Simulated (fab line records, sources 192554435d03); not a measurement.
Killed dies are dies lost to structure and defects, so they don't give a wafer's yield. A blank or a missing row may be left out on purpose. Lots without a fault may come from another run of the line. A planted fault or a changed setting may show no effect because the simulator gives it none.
Chamber matching | flow n5_finfet | N5_BEOL_M6_ETCH_62 on rie_diel-03: 4 sister chambers
The step etches SOC in N2/H2, target depth 110 nm, overetch 22 nm, time 165 s. 8 wafers are shown with their chamber, then 7 later ones without.

WAFERS WITH THEIR CHAMBER
wafer  | chamber | drypump_motor_current_A (A) | showerhead_plenum_p_Torr (Torr)
L087.1 | 2       | 5.3                         | 2.43
L087.2 | 0       | 5.7                         | 2.73
L087.5 | 1       | 5.2                         | 2.60
L089.2 | 2       | 5.2                         | 2.42
L089.3 | 3       | 6.5                         | 2.61
L089.6 | 0       | 5.7                         | 2.73
L092.1 | 1       | 5.2                         | 2.59
L092.2 | 3       | 6.5                         | 2.61

WAFERS WITHOUT THEIR CHAMBER
wafer  | drypump_motor_current_A (A) | showerhead_plenum_p_Torr (Torr)
L092.6 | 6.5                         | 2.61
L093.1 | 5.3                         | 2.42
L093.4 | 5.6                         | 2.73
L093.6 | 5.3                         | 2.42
L097.2 | 5.7                         | 2.72
L097.3 | 5.3                         | 2.42
L097.6 | 6.5                         | 2.61

WHICH CHAMBER EACH WENT THROUGH
wafer  | from the rows above | in truth
L092.6 | 3                   | 3
L093.1 | 2                   | 2
L093.4 | 0                   | 0
L093.6 | 2                   | 2
L097.2 | 0                   | 0
L097.3 | 2                   | 2
L097.6 | 3                   | 3
Placed correctly: 7 of 7. Can't be placed from these rows: 0. Placed wrongly: 0.
How it was worked out, from the rows above alone: a wafer's distance from a chamber is the root of the sum, over the readings, of the square of ((its reading less the chamber's mean) divided by the reading's scatter). The wafer belongs to the nearest chamber; if the next one is less than 2 further off, it can't be placed. A chamber's mean is the mean of its shown wafers. The scatter: the root of (the sum of the squares of (reading less its chamber's mean) over the shown wafers, divided by (wafers less chambers)).
